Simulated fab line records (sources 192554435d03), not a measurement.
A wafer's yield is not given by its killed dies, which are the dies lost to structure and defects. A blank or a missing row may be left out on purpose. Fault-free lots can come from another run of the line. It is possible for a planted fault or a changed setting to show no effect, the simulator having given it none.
Split-lot trial || flow n5-finfet || route with 1938 steps; 7 lots, 39 wafers read

## SPLIT DETAILS
At N5_HKMG_FIN_ETCH_55 (etches SOC in N2/H2, target depth 240 nm, time 300 s), the setting bias-w was moved away from the recipe's 150 W on 9 of the 39 wafers read, by +5.5% to +18.9%. For the rest of the wafers, this setting stayed at what the recipe calls for.

Reading taken at the split's own step.

## THE READING
rf-vpp-V, in V, at N5_HKMG_FIN_ETCH_55 (etches SOC in N2/H2, target depth 240 nm, time 300 s). On this fab line, fault-free wafers typically give 524 V with a standard deviation of 3.2 V.

{"wafer": "L074.1", "tool, chamber at the split": "rie-diel-01, 3", "bias-w as run, W": 150, "against the recipe": "recipe", "rf-vpp-V, V": 526, "against lot-mates on the recipe": "-"}
{"wafer": "L074.2", "tool, chamber at the split": "rie-diel-01, 2", "bias-w as run, W": 150, "against the recipe": "recipe", "rf-vpp-V, V": 519, "against lot-mates on the recipe": "-"}
{"wafer": "L074.3", "tool, chamber at the split": "rie-diel-01, 0", "bias-w as run, W": 164.1, "against the recipe": "+9.4%", "rf-vpp-V, V": 551, "against lot-mates on the recipe": "+29"}
{"wafer": "L074.4", "tool, chamber at the split": "rie-diel-01, 1", "bias-w as run, W": 164.1, "against the recipe": "+9.4%", "rf-vpp-V, V": 552, "against lot-mates on the recipe": "+30"}
{"wafer": "L074.5", "tool, chamber at the split": "rie-diel-01, 0", "bias-w as run, W": 150, "against the recipe": "recipe", "rf-vpp-V, V": 521, "against lot-mates on the recipe": "-"}
{"wafer": "L074.6", "tool, chamber at the split": "rie-diel-01, 3", "bias-w as run, W": 164.1, "against the recipe": "+9.4%", "rf-vpp-V, V": 556, "against lot-mates on the recipe": "+34"}
{"wafer": "L075.1", "tool, chamber at the split": "rie-diel-06, 2", "bias-w as run, W": 150, "against the recipe": "recipe", "rf-vpp-V, V": 523, "against lot-mates on the recipe": "-"}
{"wafer": "L075.3", "tool, chamber at the split": "rie-diel-06, 2", "bias-w as run, W": 150, "against the recipe": "recipe", "rf-vpp-V, V": 523, "against lot-mates on the recipe": "-"}
{"wafer": "L075.5", "tool, chamber at the split": "rie-diel-06, 0", "bias-w as run, W": 150, "against the recipe": "recipe", "rf-vpp-V, V": 528, "against lot-mates on the recipe": "-"}
{"wafer": "L081.1", "tool, chamber at the split": "rie-diel-01, 3", "bias-w as run, W": 150, "against the recipe": "recipe", "rf-vpp-V, V": 526, "against lot-mates on the recipe": "-"}
{"wafer": "L081.2", "tool, chamber at the split": "rie-diel-01, 1", "bias-w as run, W": 150, "against the recipe": "recipe", "rf-vpp-V, V": 521, "against lot-mates on the recipe": "-"}
{"wafer": "L081.3", "tool, chamber at the split": "rie-diel-01, 2", "bias-w as run, W": 150, "against the recipe": "recipe", "rf-vpp-V, V": 517, "against lot-mates on the recipe": "-"}
{"wafer": "L081.4", "tool, chamber at the split": "rie-diel-01, 0", "bias-w as run, W": 150, "against the recipe": "recipe", "rf-vpp-V, V": 521, "against lot-mates on the recipe": "-"}
{"wafer": "L081.5", "tool, chamber at the split": "rie-diel-01, 1", "bias-w as run, W": 150, "against the recipe": "recipe", "rf-vpp-V, V": 521, "against lot-mates on the recipe": "-"}
{"wafer": "L081.6", "tool, chamber at the split": "rie-diel-01, 0", "bias-w as run, W": 150, "against the recipe": "recipe", "rf-vpp-V, V": 521, "against lot-mates on the recipe": "-"}
{"wafer": "L084.1", "tool, chamber at the split": "rie-diel-06, 0", "bias-w as run, W": 150, "against the recipe": "recipe", "rf-vpp-V, V": 527, "against lot-mates on the recipe": "-"}
{"wafer": "L084.2", "tool, chamber at the split": "rie-diel-06, 1", "bias-w as run, W": 150, "against the recipe": "recipe", "rf-vpp-V, V": 519, "against lot-mates on the recipe": "-"}
{"wafer": "L084.3", "tool, chamber at the split": "rie-diel-06, 2", "bias-w as run, W": 150, "against the recipe": "recipe", "rf-vpp-V, V": 522, "against lot-mates on the recipe": "-"}
{"wafer": "L084.4", "tool, chamber at the split": "rie-diel-06, 3", "bias-w as run, W": 150, "against the recipe": "recipe", "rf-vpp-V, V": 522, "against lot-mates on the recipe": "-"}
{"wafer": "L084.5", "tool, chamber at the split": "rie-diel-06, 1", "bias-w as run, W": 150, "against the recipe": "recipe", "rf-vpp-V, V": 521, "against lot-mates on the recipe": "-"}
{"wafer": "L084.6", "tool, chamber at the split": "rie-diel-06, 0", "bias-w as run, W": 150, "against the recipe": "recipe", "rf-vpp-V, V": 528, "against lot-mates on the recipe": "-"}
{"wafer": "L090.1", "tool, chamber at the split": "rie-diel-02, 0", "bias-w as run, W": 150, "against the recipe": "recipe", "rf-vpp-V, V": 527, "against lot-mates on the recipe": "-"}
{"wafer": "L090.2", "tool, chamber at the split": "rie-diel-02, 3", "bias-w as run, W": 178.4, "against the recipe": "+18.9%", "rf-vpp-V, V": 584, "against lot-mates on the recipe": "+59"}
{"wafer": "L090.3", "tool, chamber at the split": "rie-diel-02, 2", "bias-w as run, W": 150, "against the recipe": "recipe", "rf-vpp-V, V": 522, "against lot-mates on the recipe": "-"}
{"wafer": "L090.4", "tool, chamber at the split": "rie-diel-02, 1", "bias-w as run, W": 178.4, "against the recipe": "+18.9%", "rf-vpp-V, V": 588, "against lot-mates on the recipe": "+63"}
{"wafer": "L090.5", "tool, chamber at the split": "rie-diel-02, 2", "bias-w as run, W": 178.4, "against the recipe": "+18.9%", "rf-vpp-V, V": 584, "against lot-mates on the recipe": "+59"}
{"wafer": "L090.6", "tool, chamber at the split": "rie-diel-02, 1", "bias-w as run, W": 150, "against the recipe": "recipe", "rf-vpp-V, V": 527, "against lot-mates on the recipe": "-"}
{"wafer": "L093.1", "tool, chamber at the split": "rie-diel-06, 3", "bias-w as run, W": 150, "against the recipe": "recipe", "rf-vpp-V, V": 523, "against lot-mates on the recipe": "-"}
{"wafer": "L093.2", "tool, chamber at the split": "rie-diel-06, 2", "bias-w as run, W": 158.2, "against the recipe": "+5.5%", "rf-vpp-V, V": 539, "against lot-mates on the recipe": "+15"}
{"wafer": "L093.3", "tool, chamber at the split": "rie-diel-06, 1", "bias-w as run, W": 150, "against the recipe": "recipe", "rf-vpp-V, V": 528, "against lot-mates on the recipe": "-"}
{"wafer": "L093.4", "tool, chamber at the split": "rie-diel-06, 0", "bias-w as run, W": 158.2, "against the recipe": "+5.5%", "rf-vpp-V, V": 546, "against lot-mates on the recipe": "+22"}
{"wafer": "L093.5", "tool, chamber at the split": "rie-diel-06, 3", "bias-w as run, W": 150, "against the recipe": "recipe", "rf-vpp-V, V": 522, "against lot-mates on the recipe": "-"}
{"wafer": "L093.6", "tool, chamber at the split": "rie-diel-06, 0", "bias-w as run, W": 158.2, "against the recipe": "+5.5%", "rf-vpp-V, V": 547, "against lot-mates on the recipe": "+23"}
{"wafer": "L094.1", "tool, chamber at the split": "rie-diel-06, 2", "bias-w as run, W": 150, "against the recipe": "recipe", "rf-vpp-V, V": 523, "against lot-mates on the recipe": "-"}
{"wafer": "L094.2", "tool, chamber at the split": "rie-diel-06, 1", "bias-w as run, W": 150, "against the recipe": "recipe", "rf-vpp-V, V": 528, "against lot-mates on the recipe": "-"}
{"wafer": "L094.3", "tool, chamber at the split": "rie-diel-06, 3", "bias-w as run, W": 150, "against the recipe": "recipe", "rf-vpp-V, V": 521, "against lot-mates on the recipe": "-"}
{"wafer": "L094.4", "tool, chamber at the split": "rie-diel-06, 0", "bias-w as run, W": 150, "against the recipe": "recipe", "rf-vpp-V, V": 528, "against lot-mates on the recipe": "-"}
{"wafer": "L094.5", "tool, chamber at the split": "rie-diel-06, 1", "bias-w as run, W": 150, "against the recipe": "recipe", "rf-vpp-V, V": 530, "against lot-mates on the recipe": "-"}
{"wafer": "L094.6", "tool, chamber at the split": "rie-diel-06, 2", "bias-w as run, W": 150, "against the recipe": "recipe", "rf-vpp-V, V": 522, "against lot-mates on the recipe": "-"}

THE FIT
A straight line over all 39 wafers: rf-vpp-V changes by +3.26 V for each +1% of bias-w; r = +0.98; the points scatter about the line by 3.4 V.
The same after taking each lot's own level away (the mean of its wafers on the recipe; 39 wafers): +3.21 V for each +1%; r = +0.99; scatter 3 V.
Per that fit: largest bias-w move, reading shift of 61 V.
The span of the lots' own levels, 521.2 to 525.3 V, comes to 1.3 times the standard deviation stated above.
Consequently the slope shifts little with the lot-to-lot level, the two slopes agreeing.
Check: with one of the wafers moved furthest among these (+18.9%) left out of the fit, the line predicts +61.7 V for it against its lot-mates. Against them it came out at +58.7 V.
Tool readings at the split's step, against how far the setting was moved: rf-vpp-V r = +0.98.

## THESE WAFERS: OTHER SPLITS
Note: prior to the reading, these wafers also went through further splits. Each is held against what the fit with the lots' levels taken away leaves over:
{"other split on the same wafers": "N5_DUMMY_GATE_ETCH_32 time-s", "wafers away from the commonest value": 18, "r with rf-vpp-V (lot level and that fit taken away)": -0.02}
{"other split on the same wafers": "N5_SD_EPI_N_EPI_21 time-s", "wafers away from the commonest value": 12, "r with rf-vpp-V (lot level and that fit taken away)": "+0.07"}

## THE WHOLE CHAIN: every reading that the file lists as answering this split, in the file's order
{"step": "N5_HKMG_FIN_ETCH_55", "what it does": "etches SOC in N2/H2, target depth 240 nm, time 300 s", "reading": "rf-vpp-V", "change (the file's fit)": "+3.22 V for each +1% of the setting", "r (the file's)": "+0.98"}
{"step": "N5_HKMG_FIN_ETCH_55", "what it does": "etches SOC in N2/H2, target depth 240 nm, time 300 s", "reading": "SiARC_of_HKMG_FIN_COAT_42.thk-nm (the simulator's own value, which no gauge read)", "change (the file's fit)": "-0.149 nm for each +1% of the setting", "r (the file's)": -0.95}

## FILE'S OWN FIT
rf-vpp-V changes by +3.22 V for each +1% of bias-w, r = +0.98.
